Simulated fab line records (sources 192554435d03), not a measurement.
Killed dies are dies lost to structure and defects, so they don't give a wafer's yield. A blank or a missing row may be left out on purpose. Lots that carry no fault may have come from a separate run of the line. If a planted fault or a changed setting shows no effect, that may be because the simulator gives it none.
Split-lot study || flow n5 finfet || 21 wafers read from 7 lots, route of 1938 steps

ON THE SPLIT
At N5_BEOL_M14_EXPOSE_25 (exposes mask M14, target cd 280 nm), the setting dose mj was moved away from the recipe's 26.6 on 5 of the 21 wafers read, by -5.9% to +6.9%. This setting was run at the recipe's value on the other wafers.

FROM THE SPLIT TO THE READING: what the file shows between them, 3 steps
- N5_BEOL_M14_PEB_26: peb time 90 s
- N5_BEOL_M14_DEVELOP_27: develop time 45 s
- N5_BEOL_M14_HARDBAKE_32: time 120 s

THE READING
cd nm, in nm, at N5_BEOL_M14_CD_MEAS_28 (target cd 284.4 nm). Fault-free wafers of this fab line usually give 284.0 nm, standard deviation 1.5 nm.

{"wafer": "L079.1", "tool, chamber at the split": "krf scanner-01, 0", "dose mj as run": 26.6, "against the recipe": "recipe", "cd nm, nm": 284.6, "against lot-mates on the recipe": "-"}
{"wafer": "L079.2", "tool, chamber at the split": "krf scanner-01, 0", "dose mj as run": 26.6, "against the recipe": "recipe", "cd nm, nm": 283.9, "against lot-mates on the recipe": "-"}
{"wafer": "L079.5", "tool, chamber at the split": "krf scanner-01, 0", "dose mj as run": 26.6, "against the recipe": "recipe", "cd nm, nm": 284.0, "against lot-mates on the recipe": "-"}
{"wafer": "L081.1", "tool, chamber at the split": "krf scanner-01, 0", "dose mj as run": 26.6, "against the recipe": "recipe", "cd nm, nm": 288.8, "against lot-mates on the recipe": "-"}
{"wafer": "L081.4", "tool, chamber at the split": "krf scanner-01, 0", "dose mj as run": 26.6, "against the recipe": "recipe", "cd nm, nm": 286.7, "against lot-mates on the recipe": "-"}
{"wafer": "L081.5", "tool, chamber at the split": "krf scanner-01, 0", "dose mj as run": 26.6, "against the recipe": "recipe", "cd nm, nm": 286.5, "against lot-mates on the recipe": "-"}
{"wafer": "L082.2", "tool, chamber at the split": "krf scanner-02, 0", "dose mj as run": 26.6, "against the recipe": "recipe", "cd nm, nm": 285.3, "against lot-mates on the recipe": "-"}
{"wafer": "L082.4", "tool, chamber at the split": "krf scanner-02, 0", "dose mj as run": 26.6, "against the recipe": "recipe", "cd nm, nm": 285.0, "against lot-mates on the recipe": "-"}
{"wafer": "L082.5", "tool, chamber at the split": "krf scanner-02, 0", "dose mj as run": 26.6, "against the recipe": "recipe", "cd nm, nm": 285.3, "against lot-mates on the recipe": "-"}
{"wafer": "L086.1", "tool, chamber at the split": "krf scanner-01, 0", "dose mj as run": 26.6, "against the recipe": "recipe", "cd nm, nm": 283.3, "against lot-mates on the recipe": "-"}
{"wafer": "L086.5", "tool, chamber at the split": "krf scanner-01, 0", "dose mj as run": 26.6, "against the recipe": "recipe", "cd nm, nm": 283.5, "against lot-mates on the recipe": "-"}
{"wafer": "L086.6", "tool, chamber at the split": "krf scanner-01, 0", "dose mj as run": 25.04, "against the recipe": "-5.9%", "cd nm, nm": 273.6, "against lot-mates on the recipe": -9.8}
{"wafer": "L087.1", "tool, chamber at the split": "krf scanner-02, 0", "dose mj as run": 25.87, "against the recipe": "-2.7%", "cd nm, nm": 278.6, "against lot-mates on the recipe": "no lot-mate on the recipe"}
{"wafer": "L087.2", "tool, chamber at the split": "krf scanner-02, 0", "dose mj as run": 25.87, "against the recipe": "-2.7%", "cd nm, nm": 277.2, "against lot-mates on the recipe": "no lot-mate on the recipe"}
{"wafer": "L087.5", "tool, chamber at the split": "krf scanner-02, 0", "dose mj as run": 25.87, "against the recipe": "-2.7%", "cd nm, nm": 278.8, "against lot-mates on the recipe": "no lot-mate on the recipe"}
{"wafer": "L090.1", "tool, chamber at the split": "krf scanner-01, 0", "dose mj as run": 26.6, "against the recipe": "recipe", "cd nm, nm": 279.9, "against lot-mates on the recipe": "-"}
{"wafer": "L090.5", "tool, chamber at the split": "krf scanner-01, 0", "dose mj as run": 26.6, "against the recipe": "recipe", "cd nm, nm": 279.6, "against lot-mates on the recipe": "-"}
{"wafer": "L090.6", "tool, chamber at the split": "krf scanner-01, 0", "dose mj as run": 26.6, "against the recipe": "recipe", "cd nm, nm": 279.8, "against lot-mates on the recipe": "-"}
{"wafer": "L096.2", "tool, chamber at the split": "krf scanner-02, 0", "dose mj as run": 26.6, "against the recipe": "recipe", "cd nm, nm": 284.4, "against lot-mates on the recipe": "-"}
{"wafer": "L096.5", "tool, chamber at the split": "krf scanner-02, 0", "dose mj as run": 26.6, "against the recipe": "recipe", "cd nm, nm": 284.7, "against lot-mates on the recipe": "-"}
{"wafer": "L096.6", "tool, chamber at the split": "krf scanner-02, 0", "dose mj as run": 28.44, "against the recipe": "+6.9%", "cd nm, nm": 294.2, "against lot-mates on the recipe": "+9.7"}

THE FIT
A straight line over all 21 wafers: cd nm changes by +1.7 nm for each +1% of dose mj; r = +0.86; the points scatter about the line by 2.3 nm.
The same after taking each lot's own level away (the mean of its wafers on the recipe; 18 wafers): +1.51 nm for each +1%; r = +0.99; scatter 0.56 nm.
That fit puts the effect of the largest move of dose mj on the reading at 10 nm.
The lots' own levels span 279.77 to 287.33 nm, that is 5.0 times the standard deviation above.
In other words, the slope is changed by the lot-to-lot level; the two fits disagree.
Check: with one of the wafers moved furthest among these (+6.9%) left out of the fit, the line predicts +11.6 nm for it against its lot-mates. It came out at +9.65 nm against them.

THESE WAFERS: OTHER SPLITS
Other splits were also applied to these wafers ahead of the reading. Each is held against what the fit with the lots' levels taken away leaves over:
{"other split on the same wafers": "N5_BEOL_M12_COAT_58 spin rpm", "wafers away from the commonest value": 11, "r with cd nm (lot level and that fit taken away)": "+0.01"}
{"other split on the same wafers": "N5_BEOL_M12_ETCH_59 h2 flow sccm", "wafers away from the commonest value": 10, "r with cd nm (lot level and that fit taken away)": -0.20}
{"other split on the same wafers": "N5_BEOL_M13_EXPOSE_07 dose mj", "wafers away from the commonest value": 6, "r with cd nm (lot level and that fit taken away)": "+0.04"}
{"other split on the same wafers": "N5_BEOL_M13_ETCH_59 time s", "wafers away from the commonest value": 5, "r with cd nm (lot level and that fit taken away)": -0.11}

THE WHOLE CHAIN: every reading that the file lists as answering this split, in the file's order
{"step": "N5_BEOL_M14_CD_MEAS_28", "what it does": "target cd 284.4 nm", "reading": "cd nm", "change (the file's fit)": "+1.51 nm for each +1% of the setting", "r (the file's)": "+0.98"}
{"step": "N5_BEOL_M14_DESCUM_33", "what it does": "chemistry O2, time 7.9 s", "reading": "BEOL_M14.cd nm (the simulator's own value, which no gauge read)", "change (the file's fit)": "+1.57 nm for each +1% of the setting", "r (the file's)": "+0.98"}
{"step": "N5_BEOL_M14_ETCH_68", "what it does": "etches SOC in N2/H2, time 450 s", "reading": "BEOL_M14.cd nm (the simulator's own value, which no gauge read)", "change (the file's fit)": "+1.52 nm for each +1% of the setting", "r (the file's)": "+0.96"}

FILE'S OWN FIT
cd nm changes by +1.51 nm for each +1% of dose mj, r = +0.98.
